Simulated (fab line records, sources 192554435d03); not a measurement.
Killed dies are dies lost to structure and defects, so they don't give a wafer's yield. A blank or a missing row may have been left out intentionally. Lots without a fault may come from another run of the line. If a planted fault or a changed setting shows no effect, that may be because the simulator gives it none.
fab line records -- flow n5Finfet
[record] lots = 9, wafers = 27, lastDay = 16
route steps=1938 shown MOL_CONTACT_COAG@530 BEOL_M4@1111
lots with no fault: from the same line, run without faults
startH: start of the lot's first displayed wafer, in hours after the record's first day -- waitH: time in hours since the lot's previous step -- " repeats the value in the row above -- L1.1+2: one row covering several wafers at once -- - no value, or no start was given -- * or withheld: withheld -- < > ~ a bound
route shown NAME@n: a module of which the file shows steps, and the number in the route of the first -- usual: mean and standard deviation over wafers with no fault -- same: alike in all rows -- chamber/n: place in a boat -- sites: the reading at each site -- _std_site: their standard deviation -- _edge_site: outer sites' mean less inner sites' -- radiusMm: how far each site lies from the wafer's centre -- mask NAME#n: copy n -- behind: tool/chamber where the wafer was last shaped -- hold: cause of the lot's hold/its duration in hours/its outcome -- device: transistor that didn't switch, given as n, p or np -- end of line: the tests these same wafers got at the end of their route -- where a step has no rows: the recipe by itself -- killed: the dies lost at the first sort to structure and to defects; this is not the yield of the wafer -- map: a wafer's dies, marking killed ones x, the rest . and places with no die _
set.NAME: the setting that was run; set.NAME@STEP: the one run at that earlier step -- model.NAME: the simulator's own value behind a step, which no gauge read
steps of the route over a sample of lots; a table a step, a row a wafer
services: from which hour (startH, from the record's first day; less than 0 if before it) a tool's chamber was out of use, for how many hours, and why
[[steps]]
[step N5_MOL_CONTACT_COAG_ETCH_59]
[recipe] chemistry = N2/H2, target = underlayer, targetDepthA = 130, maskMaterial = CAR-EUV, timeS = 10.4, ionEnergyEv = 200, pressureMtorr = 30, sourceW = 840, biasW = 150, n2FlowSccm = 200, h2FlowSccm = 200, ends = cleared
[usual] drypumpMotorCurrentA = 5.7/0.53, etchRfOnTimeS = 10.53/0.26, h2FlowSccm = 200.0/0.63, oesProductAu = 0.64/0.051, rfFwdPowerW = 819.3/2.5, rfVppV = 523.0/2.4, showerheadPlenumPTorr = 2.51/0.084, throttleValvePct = 17.9/0.32
lot.wafer,tool,chamber,startH,waitH,drypumpMotorCurrentA,etchRfOnTimeS,h2FlowSccm,oesProductAu,rfFwdPowerW,rfHoursCounterH,rfVppV,showerheadPlenumPTorr,throttleValvePct
L713.3,rieDiel-06,0,98.00,0.0,5.8,10.75,200.1,0.60,820.7,194,520.5,2.41,18.1
L713.4,rieDiel-06,2,98.00,0.0,4.9,11.09,200.2,0.59,819.0,181,525.9,2.64,18.2
L713.5,rieDiel-06,3,98.00,0.0,5.0,10.76,200.8,0.63,821.0,-,520.9,2.45,17.5
L714.3,rieDiel-02,2,99.60,0.0,6.1,10.71,199.5,0.69,820.5,78,524.9,2.58,17.8
L714.4,rieDiel-02,3,99.60,0.0,5.7,10.20,201.0,0.64,818.0,-,524.8,2.51,17.9
L714.6,rieDiel-02,0,99.60,0.0,5.7,10.28,200.9,0.70,818.4,-,525.6,2.54,17.7
L715.3,rieDiel-02,1,106.53,0.0,6.7,10.41,200.6,0.73,813.2,50,527.0,2.68,17.3
L715.4,rieDiel-02,0,106.53,0.0,5.7,10.06,200.6,0.70,820.5,120,524.2,2.54,17.7
L715.6,rieDiel-02,1,106.53,0.0,6.7,10.43,200.5,0.73,813.4,-,527.5,2.68,17.3
L718.1,rieDiel-05,0,123.16,0.0,6.4,9.76,200.4,0.73,818.8,85,525.3,2.57,17.8
L718.3,rieDiel-05,3,123.16,0.0,5.5,10.58,199.9,0.75,820.8,32,521.9,2.49,17.7
L718.6,rieDiel-05,2,123.16,0.0,6.3,10.53,200.0,0.62,819.6,-,524.7,2.54,18.3
L721.1,rieDiel-02,3,141.23,0.0,5.7,10.17,200.4,0.63,817.9,188,522.9,2.51,17.9
L721.4,rieDiel-02,2,141.23,0.0,6.1,10.83,200.1,0.67,819.0,95,524.7,2.57,17.9
L721.5,rieDiel-02,0,141.23,0.0,5.7,10.22,199.8,0.68,820.9,-,524.0,2.54,17.8
L723.2,rieDiel-02,2,154.53,0.0,6.1,10.79,200.4,0.66,824.1,101,524.8,2.57,17.9
L723.4,rieDiel-02,0,154.53,0.0,5.7,10.19,199.0,0.68,819.5,138,524.6,2.53,17.8
L723.5,rieDiel-02,2,154.53,0.0,6.1,10.71,199.6,0.66,821.6,-,524.7,2.57,17.9
L724.1,rieDiel-06,2,160.56,0.0,4.9,11.01,200.6,0.57,821.9,206,525.8,2.62,18.3
L724.3,rieDiel-06,1,160.56,0.0,5.5,10.54,198.1,0.60,821.1,184,520.4,2.42,18.3
L724.5,rieDiel-06,0,160.56,0.0,5.8,10.64,199.7,0.60,819.6,-,520.5,2.41,18.1
L725.3,rieDiel-05,1,169.22,0.0,6.7,10.66,200.5,0.65,824.4,109,522.7,2.55,17.5
L725.4,rieDiel-05,2,169.22,0.0,6.3,10.63,200.3,0.61,821.7,-,523.3,2.54,18.3
L725.6,rieDiel-05,1,169.22,0.0,6.7,10.66,200.3,0.65,820.0,-,524.2,2.55,17.5
L727.4,rieDiel-06,3,180.55,0.0,5.0,10.56,199.3,0.62,820.2,181,519.4,2.44,17.5
L727.5,rieDiel-06,0,180.55,0.0,5.8,10.62,200.4,0.58,815.9,-,521.4,2.40,18.1
L727.6,rieDiel-06,3,180.55,0.0,5.0,10.65,199.9,0.61,821.5,-,520.2,2.44,17.5
[step N5_MOL_CONTACT_COAG_SIL_ANNEAL_21]
[recipe] tempC = 550, timeS = 60, ambient = N2
[usual] lampPowerPct = 6.6/0.42, lamp_zone_6_pct = 6.5/0.42, wafer_temp_C_max = 552.2/0.46
[same] timeS = 60
lot.wafer,tool,chamber,startH,waitH,lampPowerPct,lamp_zone_6_pct,wafer_temp_C_max
L713.3,rtpAnneal-02,0,99.61,0.4,7.0,6.9,552.1
L713.4,rtpAnneal-02,0,99.61,0.4,7.0,6.9,552.2
L713.5,rtpAnneal-02,0,99.61,0.4,7.0,6.9,552.9
L714.3,rtpAnneal-02,0,102.41,0.3,7.0,6.9,552.0
L714.4,rtpAnneal-02,0,102.41,0.3,7.0,6.9,552.3
L714.6,rtpAnneal-02,0,102.41,0.3,7.0,6.9,552.1
L715.3,rtpAnneal-02,0,107.92,0.3,7.0,6.9,551.9
L715.4,rtpAnneal-02,0,107.92,0.3,7.0,6.9,551.6
L715.6,rtpAnneal-02,0,107.92,0.3,7.0,6.9,551.9
L718.1,rtpAnneal-02,0,124.60,0.2,7.0,6.9,552.6
L718.3,rtpAnneal-02,0,124.60,0.2,7.0,6.9,551.9
L718.6,rtpAnneal-02,0,124.60,0.2,7.0,6.9,552.1
L721.1,rtpAnneal-01,0,142.87,0.3,6.1,6.1,552.6
L721.4,rtpAnneal-01,0,142.87,0.3,6.1,6.1,552.5
L721.5,rtpAnneal-01,0,142.87,0.3,6.1,6.1,552.7
L723.2,rtpAnneal-02,0,156.08,0.3,7.0,6.9,552.7
L723.4,rtpAnneal-02,0,156.08,0.3,7.0,6.9,551.8
L723.5,rtpAnneal-02,0,156.08,0.3,7.0,6.9,551.9
L724.1,rtpAnneal-01,0,163.77,0.2,6.1,6.1,552.6
L724.3,rtpAnneal-01,0,163.77,0.2,6.1,6.1,552.3
L724.5,rtpAnneal-01,0,163.77,0.2,6.1,6.1,552.4
L725.3,rtpAnneal-01,0,170.73,0.3,6.1,6.1,552.4
L725.4,rtpAnneal-01,0,170.73,0.3,6.1,6.1,552.1
L725.6,rtpAnneal-01,0,170.73,0.3,6.2,6.1,552.5
L727.4,rtpAnneal-02,0,182.29,0.4,7.0,6.9,552.3
L727.5,rtpAnneal-02,0,182.29,0.4,7.0,6.9,551.4
L727.6,rtpAnneal-02,0,182.29,0.4,7.0,6.9,552.6
[step N5_MOL_CONTACT_COAG_CO_FILL_22]
[recipe] material = Co, targetThkA = 200, tempC = 200, precursor = CCTBA/H2, pressureTorr = 30
[usual] heaterPowerW = 233/9.9
lot.wafer,tool,chamber,startH,waitH,heaterPowerW
L713.3,cvdCo-01,0,102.07,0.1,243
L713.4,cvdCo-01,1,102.07,0.1,241
L713.5,cvdCo-01,2,102.07,0.1,231
L714.3,cvdCo-01,1,103.80,0.1,236
L714.4,cvdCo-01,0,103.80,0.1,241
L714.6,cvdCo-01,2,103.80,0.1,235
L715.3,cvdCo-02,0,110.48,0.1,223
L715.4,cvdCo-02,1,110.48,0.1,250
L715.6,cvdCo-02,2,110.48,0.1,216
L718.1,cvdCo-01,1,125.02,0.1,240
L718.3,cvdCo-01,0,125.02,0.1,243
L718.6,cvdCo-01,2,125.02,0.1,231
L721.1,cvdCo-01,1,144.23,0.1,239
L721.4,cvdCo-01,0,144.23,0.1,250
L721.5,cvdCo-01,2,144.23,0.1,228
L723.2,cvdCo-01,1,156.46,0.1,246
L723.4,cvdCo-01,0,156.46,0.1,247
L723.5,cvdCo-01,2,156.46,0.1,232
L724.1,cvdCo-02,2,164.87,0.1,214
L724.3,cvdCo-02,0,164.87,0.1,223
L724.5,cvdCo-02,0,164.87,0.1,227
L725.3,cvdCo-01,1,171.40,0.1,235
L725.4,cvdCo-01,2,171.40,0.1,230
L725.6,cvdCo-01,0,171.40,0.1,243
L727.4,cvdCo-01,1,184.08,0.4,245
L727.5,cvdCo-01,2,184.08,0.4,229
L727.6,cvdCo-01,0,184.08,0.4,252
[step N5_MOL_CONTACT_COAG_COAT_76]
[recipe] resist = SiARC, tempC = 220, timeS = 60, spinRpm = 1500, resistThkNm = 10
[usual] spinSpeedRpm = 1500.2/0.88
[same] timeS = 60
lot.wafer,tool,chamber,startH,waitH,spinSpeedRpm
L713.3,lithoTrack-02,0,107.94,-,1500.0
L713.4,lithoTrack-02,0,107.94,-,1500.5
L713.5,lithoTrack-02,0,107.94,-,1499.8
L714.3,lithoTrack-02,0,109.01,-,1499.8
L714.4,lithoTrack-02,0,109.01,-,1499.1
L714.6,lithoTrack-02,0,109.01,-,1500.2
L715.3,lithoTrack-05,0,117.12,-,1500.3
L715.4,lithoTrack-05,0,117.12,-,1500.2
L715.6,lithoTrack-05,0,117.12,-,1498.4
L718.1,lithoTrack-05,0,132.28,-,1499.3
L718.3,lithoTrack-05,0,132.28,-,1501.1
L718.6,lithoTrack-05,0,132.28,-,1500.7
L721.1,lithoTrack-02,0,149.57,-,1502.9
L721.4,lithoTrack-02,0,149.57,-,1499.9
L721.5,lithoTrack-02,0,149.57,-,1499.9
L723.2,lithoTrack-05,0,162.64,-,1502.2
L723.4,lithoTrack-05,0,162.64,-,1499.8
L723.5,lithoTrack-05,0,162.64,-,1501.0
L724.1,lithoTrack-02,0,172.09,-,1500.2
L724.3,lithoTrack-02,0,172.09,-,1499.7
L724.5,lithoTrack-02,0,172.09,-,1499.2
L725.3,lithoTrack-05,0,178.82,-,1456.0
L725.4,lithoTrack-05,0,178.82,-,1455.1
L725.6,lithoTrack-05,0,178.82,-,1454.9
L727.4,lithoTrack-05,0,190.18,-,1453.9
L727.5,lithoTrack-05,0,190.18,-,1455.9
L727.6,lithoTrack-05,0,190.18,-,1454.3
[step N5_BEOL_M4_RC_MEAS_101]
[usual] DIBL_N = 36.3/2, DIBL_P = 36.3/2.4, IOFF_N = 0.16/0.034, IOFF_P = 0.21/0.035, ION_N = 672/12, ION_P = 459/6.5, SS_N = 71.6/0.67, SS_P = 73.3/0.71, VT_N = 250/3.5, VT_P = -251/3
lot.wafer,tool,chamber,startH,waitH,DIBL_N[mV/V],DIBL_P[mV/V],IOFF_N[nA/um],IOFF_P[nA/um],ION_N[uA/um],ION_P[uA/um],SS_N[mV/dec],SS_P[mV/dec],VT_N[mV],VT_P[mV]
L713.3,prober-01,0,171.06,0.3,35.5,35.7,0.15,0.20,662,458,71.6,73.3,250,-251
L713.4,prober-01,0,171.06,0.3,35.7,35.9,0.15,0.21,661,459,71.4,72.8,254,-251
L713.5,prober-01,0,171.06,0.3,34.9,34.7,0.13,0.19,655,450,71.9,72.6,251,-251
L714.3,prober-02,0,175.68,0.3,32.6,31.7,0.10,0.15,651,456,70.0,72.0,259,-256
L714.4,prober-02,0,175.68,0.3,32.3,31.6,0.10,0.15,653,453,69.8,71.8,256,-253
L714.6,prober-02,0,175.68,0.3,32.3,31.5,0.10,0.15,664,456,70.1,72.1,257,-254
L715.3,prober-02,0,184.97,0.3,35.0,34.4,0.14,0.18,666,453,71.1,73.2,249,-254
L715.4,prober-02,0,184.97,0.3,33.2,31.5,0.10,0.13,647,440,70.8,72.8,256,-256
L715.6,prober-02,0,184.97,0.3,33.3,32.3,0.11,0.15,650,452,70.9,72.7,256,-253
L718.1,prober-01,0,200.49,0.0,34.8,35.7,0.14,0.19,674,460,71.6,72.7,251,-250
L718.3,prober-01,0,200.49,0.0,36.4,37.8,0.16,0.22,675,467,71.6,73.9,249,-249
L718.6,prober-01,0,200.49,0.0,36.4,36.9,0.17,0.21,680,458,70.6,73.1,247,-251
L721.1,prober-02,0,242.48,0.0,36.2,34.9,0.14,0.16,668,452,71.8,73.0,253,-257
L721.4,prober-02,0,242.48,0.0,40.1,40.8,0.23,0.26,681,462,72.4,73.9,245,-251
L721.5,prober-02,0,242.48,0.0,39.7,37.9,0.20,0.21,677,453,73.6,73.3,252,-252
L723.2,prober-01,0,255.75,0.2,36.1,37.2,0.15,0.21,664,455,71.5,73.3,249,-251
L723.4,prober-01,0,255.75,0.2,35.3,36.9,0.16,0.21,692,476,71.4,73.0,247,-251
L723.5,prober-01,0,255.75,0.2,37.2,38.8,0.19,0.23,683,462,72.4,73.6,246,-249
L724.1,prober-02,0,260.12,0.0,37.1,36.1,0.15,0.19,667,455,71.9,72.6,250,-252
L724.3,prober-02,0,260.12,0.0,38.7,37.1,0.16,0.20,661,450,72.4,73.5,250,-251
L724.5,prober-02,0,260.12,0.0,39.6,38.6,0.18,0.23,677,460,71.6,73.8,249,-248
L725.3,prober-01,0,261.57,0.3,35.5,37.5,0.15,0.22,664,458,72.0,73.6,253,-248
L725.4,prober-01,0,261.57,0.3,36.9,38.8,0.19,0.23,671,459,72.6,73.9,249,-249
L725.6,prober-01,0,261.57,0.3,38.3,40.6,0.22,0.28,679,465,72.3,74.3,244,-247
L727.4,prober-01,0,286.85,0.5,33.0,33.7,0.12,0.18,658,457,71.0,72.3,253,-250
L727.5,prober-01,0,286.85,0.5,36.1,36.9,0.17,0.23,656,454,71.5,73.2,250,-248
L727.6,prober-01,0,286.85,0.5,35.6,36.2,0.15,0.22,669,455,71.2,73.1,250,-251
[[services]]
tool,chamber,startH,hours,kind
lithoTrack-05,-,77.64,-,consumableReplace:filter
cvdCo-02,1,84.52,8.4,repair
rieDiel-02,1,96.54,4.5,repair
rieDiel-05,3,102.56,2.6,repair
cvdCo-01,0,109.15,6.5,repair
cvdCo-02,1,114.67,-,clean
cvdCo-02,1,114.67,22.0,scheduledDown
cvdCo-02,1,114.67,22.0,ventCycle
rieDiel-06,2,122.85,3.9,repair
cvdCo-01,-,131.30,3.8,pm
rieDiel-06,0,138.95,18.3,repair
rieDiel-05,-,146.10,14.6,pm
cvdCo-02,-,151.32,1.5,repair
lithoTrack-05,-,157.26,-,consumableReplace:filter
rieDiel-05,0,161.45,14.5,repair
cvdCo-02,-,167.38,4.1,repair
cvdCo-02,2,174.06,10.5,repair
rieDiel-05,2,176.47,4.3,repair
[[key]]
[firstSign] step = N5_MOL_CONTACT_COAG_COAT_76, reading = spinSpeedRpm, direction = down, sigmas = 51, usual = *, struck = *
effect none on later readings
metAt N5_MOL_CONTACT_COAG_COAT_76
struckLots L725,L727
notActingAt N5_MOL_CONTACT_COAG_ETCH_59,N5_MOL_CONTACT_COAG_SIL_ANNEAL_21,N5_MOL_CONTACT_COAG_CO_FILL_22
onsetBetween 162.64 178.82
[fault] kind = processParameterDrift, tool = lithoTrack-05, chamber = -, onsetH = 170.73, steps = N5_MOL_CONTACT_COAG_COAT_76, channel = spinRpm, offset = *, shape = step, endH = 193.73, actsIn = *, stated = *
